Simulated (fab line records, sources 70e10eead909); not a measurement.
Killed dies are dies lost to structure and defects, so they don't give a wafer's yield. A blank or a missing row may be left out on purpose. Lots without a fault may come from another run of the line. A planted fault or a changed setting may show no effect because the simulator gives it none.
Chamber matching | flow nand_harc | NHARC_A_STAIRCASE_TRIM_20 on rie_diel-13: 4 sister chambers
The step chemistry O2, time 211.2 s. 8 wafers are shown with their chamber, then 11 later ones without.

WAFERS WITH THEIR CHAMBER
wafer  | chamber | drypump_motor_current_A (A) | showerhead_plenum_p_Torr (Torr)
L086.2 | 3       | 5.9                         | 3.55
L086.6 | 3       | 5.9                         | 3.55
L087.5 | 1       | 5.9                         | 3.72
L087.6 | 0       | 5.3                         | 3.58
L088.1 | 2       | 5.5                         | 3.54
L088.3 | 1       | 5.9                         | 3.72
L088.6 | 0       | 5.3                         | 3.58
L090.2 | 2       | 5.6                         | 3.53

WAFERS WITHOUT THEIR CHAMBER
wafer  | drypump_motor_current_A (A) | showerhead_plenum_p_Torr (Torr)
L090.3 | 5.9                         | 3.72
L090.6 | 5.9                         | 3.72
L093.1 | 5.6                         | 3.53
L093.5 | 5.5                         | 3.53
L093.6 | 5.9                         | 3.72
L091.3 | 5.9                         | 3.71
L091.4 | 5.9                         | 3.54
L091.5 | 5.9                         | 3.71
L096.2 | 5.5                         | 3.53
L096.3 | 5.9                         | 3.71
L096.4 | 5.3                         | 3.57

WHICH CHAMBER EACH WENT THROUGH
wafer  | from the rows above | in truth
L090.3 | 1                   | 1
L090.6 | 1                   | 1
L093.1 | 2                   | 2
L093.5 | 2                   | 2
L093.6 | 1                   | 1
L091.3 | 1                   | 1
L091.4 | 3                   | 3
L091.5 | 1                   | 1
L096.2 | 2                   | 2
L096.3 | 1                   | 1
L096.4 | 0                   | 0
Placed correctly: 11 of 11. Can't be placed from these rows: 0. Placed wrongly: 0.
How it was worked out, from the rows above alone: a wafer's distance from a chamber is the root of the sum, over the readings, of the square of ((its reading less the chamber's mean) divided by the reading's scatter). The wafer belongs to the nearest chamber; if the next one is less than 2 further off, it can't be placed. A chamber's mean is the mean of its shown wafers. The scatter: the root of (the sum of the squares of (reading less its chamber's mean) over the shown wafers, divided by (wafers less chambers)).
